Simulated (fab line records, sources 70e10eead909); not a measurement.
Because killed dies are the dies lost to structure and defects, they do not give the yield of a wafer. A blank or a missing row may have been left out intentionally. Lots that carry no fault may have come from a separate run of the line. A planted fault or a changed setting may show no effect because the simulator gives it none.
Chamber matching | flow nandHarc | NHARC_P_M2_DESCUM_14 on rieDiel-05 has 4 sister chambers
The step chemistry O2, time 3 s. 48 wafers are shown with their chamber, then 12 later ones without.

WAFERS PAIRED WITH THEIR CHAMBERS
wafer  | chamber | drypumpMotorCurrentA (A) | oesProductAu (a.u.) | rfVppV (V)
L075.1 | 2       | 5.74                     | 1.018               | 56.9
L075.3 | 3       | 5.35                     | 1.027               | 58.5
L075.6 | 2       | 5.77                     | 1.009               | 57.5
L074.1 | 0       | 5.71                     | 1.002               | 58.4
L074.3 | 3       | 5.35                     | 1.011               | 58.9
L074.4 | 2       | 5.76                     | 1.012               | 57.8
L077.1 | 2       | 5.76                     | 1.003               | 56.5
L077.2 | 3       | 5.37                     | 1.020               | 57.5
L077.3 | 0       | 5.72                     | 1.005               | 57.4
L077.4 | 1       | 5.38                     | 1.016               | 56.7
L077.5 | 0       | 5.71                     | 1.002               | 58.1
L077.6 | 1       | 5.41                     | 1.026               | 57.3
L079.3 | 1       | 5.39                     | 1.024               | 57.0
L079.4 | 0       | 5.71                     | 0.994               | 58.1
L079.5 | 3       | 5.41                     | 1.010               | 55.1
L080.2 | 0       | 5.71                     | 1.001               | 57.6
L080.5 | 1       | 5.39                     | 1.029               | 56.7
L080.6 | 0       | 5.72                     | 1.008               | 58.3
L080.1 | 3       | 5.39                     | 1.015               | 57.1
L080.3 | 2       | 5.76                     | 1.011               | 57.3
L080.4 | 1       | 5.42                     | 1.018               | 56.6
L083.2 | 3       | 5.36                     | 0.998               | 57.8
L083.4 | 3       | 5.38                     | 0.991               | 57.1
L083.6 | 0       | 5.69                     | 0.988               | 57.3
L082.1 | 3       | 5.35                     | 0.988               | 57.6
L082.4 | 3       | 5.32                     | 0.990               | 58.4
L082.6 | 2       | 5.73                     | 1.000               | 57.5
L084.1 | 1       | 5.39                     | 0.988               | 57.2
L084.2 | 3       | 5.37                     | 0.983               | 56.7
L084.3 | 0       | 5.73                     | 0.971               | 59.7
L086.1 | 2       | 5.73                     | 1.004               | 57.4
L086.3 | 3       | 5.39                     | 0.991               | 58.9
L086.4 | 0       | 5.69                     | 0.974               | 57.6
L085.3 | 1       | 5.41                     | 0.981               | 58.0
L085.5 | 1       | 5.41                     | 1.000               | 56.9
L085.6 | 0       | 5.70                     | 0.980               | 57.4
L089.1 | 3       | 5.34                     | 1.002               | 58.7
L089.4 | 2       | 5.72                     | 1.006               | 57.4
L089.5 | 3       | 5.34                     | 1.010               | 56.4
L088.1 | 3       | 5.33                     | 0.998               | 58.5
L088.2 | 2       | 5.77                     | 1.005               | 57.5
L088.3 | 0       | 5.71                     | 0.984               | 59.3
L092.1 | 3       | 5.33                     | 1.003               | 58.8
L092.3 | 2       | 5.79                     | 1.001               | 57.3
L092.6 | 1       | 5.38                     | 0.985               | 56.9
L094.1 | 2       | 5.76                     | 1.010               | 57.1
L094.2 | 1       | 5.41                     | 0.996               | 58.6
L094.4 | 0       | 5.73                     | 0.977               | 57.6

SIGNATURES (means of the wafers above)
reading              | chamber 0 | chamber 1 | chamber 2 | chamber 3 | scatter within a chamber
drypumpMotorCurrentA | 5.7108    | 5.3990    | 5.7536    | 5.3587    | 0.02
oesProductAu         | 0.99050   | 1.00630   | 1.00718   | 1.00247   | 0.0131
rfVppV               | 58.067    | 57.190    | 57.291    | 57.733    | 0.805
Rule: a wafer's distance from a chamber is the root of the sum, over the readings, of the square of ((its reading less the chamber's mean) divided by the reading's scatter). If the next closest chamber is less than 2 further off than the closest, the wafer can't be placed; otherwise it belongs to the closest. The scatter: the root of (the sum of the squares of (reading less its chamber's mean) over the shown wafers, divided by (wafers less chambers)).

WAFERS WITHOUT THEIR CHAMBER
wafer  | drypumpMotorCurrentA (A) | oesProductAu (a.u.) | rfVppV (V)
L095.2 | 5.43                     | 0.979               | 57.4
L095.3 | 5.69                     | 0.972               | 58.3
L095.6 | 5.40                     | 0.987               | 58.1
L095.1 | 5.76                     | 1.000               | 57.4
L095.4 | 5.68                     | 0.980               | 57.3
L095.5 | 5.74                     | 1.012               | 56.0
L096.1 | 5.36                     | 0.997               | 57.3
L096.2 | 5.39                     | 0.992               | 56.9
L096.6 | 5.74                     | 1.003               | 56.8
L097.2 | 5.78                     | 1.010               | 57.7
L097.3 | 5.33                     | 0.989               | 58.1
L097.6 | 5.76                     | 1.014               | 56.6

EACH ONE'S CHAMBER
wafer  | from the rows above     | in truth
L095.2 | can't be placed: 1 or 3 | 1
L095.3 | 0                       | 0
L095.6 | can't be placed: 1 or 3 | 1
L095.1 | 2                       | 2
L095.4 | 0                       | 0
L095.5 | can't be placed: 2 or 0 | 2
L096.1 | can't be placed: 3 or 1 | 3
L096.2 | can't be placed: 1 or 3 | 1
L096.6 | can't be placed: 2 or 0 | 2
L097.2 | 2                       | 2
L097.3 | 3                       | 3
L097.6 | 2                       | 2
Correctly placed: 6 of 12. Unplaceable from these rows: 6, with the true chamber sitting among the candidates in 6. Wrongly placed: 0.
